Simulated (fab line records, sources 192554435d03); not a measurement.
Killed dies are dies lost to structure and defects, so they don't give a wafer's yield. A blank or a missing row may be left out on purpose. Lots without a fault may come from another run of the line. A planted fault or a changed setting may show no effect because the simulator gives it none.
Split-lot experiment | flow n5_finfet | 7 lots, 21 wafers read, on a route of 1938 steps

THE SPLIT
At N5_BEOL_M10_COAT_22 (resist thk 90 nm), the setting spin_rpm was moved away from the recipe's 1500 rpm on 5 of the 21 wafers read, by -8.1% to +10.8%. The other wafers ran this setting at the recipe's value.

The reading is taken at the split's own step.

THE READING
CAR-ArF_of_BEOL_M10_COAT_22.thk_nm (the simulator's own value, which no gauge read), in nm, at N5_BEOL_M10_COAT_22 (resist thk 90 nm). The file gives no usual value for it. The 16 wafers here that ran the recipe average 90.1 nm, standard deviation 0.22 nm.

wafer  | tool, chamber at the split | spin_rpm as run, rpm | against the recipe | CAR-ArF_of_BEOL_M10_COAT_22.thk_nm, nm | against lot-mates on the recipe
L075.2 | litho_track-01, 0          | 1500                 | recipe             | 89.8                                   | -
L075.4 | litho_track-01, 0          | 1662                 | +10.8%             | 85.6                                   | -4.2
L075.6 | litho_track-01, 0          | 1662                 | +10.8%             | 85.6                                   | -4.2
L078.2 | litho_track-02, 0          | 1635                 | +9.0%              | 86.4                                   | -4.0
L078.6 | litho_track-02, 0          | 1635                 | +9.0%              | 86.4                                   | -4.0
L078.4 | litho_track-02, 0          | 1500                 | recipe             | 90.4                                   | -
L080.3 | litho_track-03, 0          | 1500                 | recipe             | 90.2                                   | -
L080.4 | litho_track-03, 0          | 1500                 | recipe             | 90                                     | -
L080.6 | litho_track-03, 0          | 1500                 | recipe             | 89.6                                   | -
L076.3 | litho_track-03, 0          | 1500                 | recipe             | 90.4                                   | -
L076.4 | litho_track-03, 0          | 1500                 | recipe             | 90.2                                   | -
L076.6 | litho_track-03, 0          | 1500                 | recipe             | 90.2                                   | -
L090.2 | litho_track-03, 0          | 1500                 | recipe             | 90.4                                   | -
L090.3 | litho_track-03, 0          | 1500                 | recipe             | 90.4                                   | -
L090.6 | litho_track-03, 0          | 1500                 | recipe             | 90.2                                   | -
L091.2 | litho_track-03, 0          | 1500                 | recipe             | 90                                     | -
L091.3 | litho_track-03, 0          | 1500                 | recipe             | 90                                     | -
L091.5 | litho_track-03, 0          | 1379                 | -8.1%              | 94                                     | +4.0
L088.2 | litho_track-01, 0          | 1500                 | recipe             | 90.2                                   | -
L088.5 | litho_track-01, 0          | 1500                 | recipe             | 90.2                                   | -
L088.6 | litho_track-01, 0          | 1500                 | recipe             | 90                                     | -

THE FIT
A straight line over all 21 wafers: CAR-ArF_of_BEOL_M10_COAT_22.thk_nm changes by -0.43 nm for each +1% of spin_rpm; r = -0.99; the points scatter about the line by 0.22 nm.
The same after taking each lot's own level away (the mean of its wafers on the recipe; 21 wafers): -0.427 nm for each +1%; r = -0.99; scatter 0.22 nm.
On that fit, the largest move of spin_rpm shifts the reading by 4.6 nm.
The lots' own levels span 89.80 to 90.40 nm, that is 2.7 times the standard deviation above.
So the lot-to-lot level changes the slope little: the two slopes agree.
Check: with one of the wafers moved furthest among these (+10.8%) left out of the fit, the line predicts -4.69 nm for it against its lot-mates. It came out at -4.2 nm against them.

OTHER SPLITS ON THESE WAFERS
These wafers also went through other splits before the reading. Each is held against what the fit with the lots' levels taken away leaves over:
other split on the same wafers     | wafers away from the commonest value | r with CAR-ArF_of_BEOL_M10_COAT_22.thk_nm (lot level and that fit taken away)
N5_BEOL_M7_EXPOSE_08 dose_mj       | 6                                    | +0.05
N5_BEOL_M7_STRIP_19 pressure_mtorr | 9                                    | -0.50
N5_BEOL_M8_ETCH_62 bias_w          | 8                                    | -0.18
N5_BEOL_M8_COAT_22 spin_rpm        | 5                                    | +0.02
N5_BEOL_M8_DEP_56 time_s           | 4                                    | +0.21
N5_BEOL_M10_ETCH_62 time_s         | 5                                    | -0.05

THE FILE'S OWN FIT
CAR-ArF_of_BEOL_M10_COAT_22.thk_nm changes by -0.433 nm for each +1% of spin_rpm, r = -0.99.
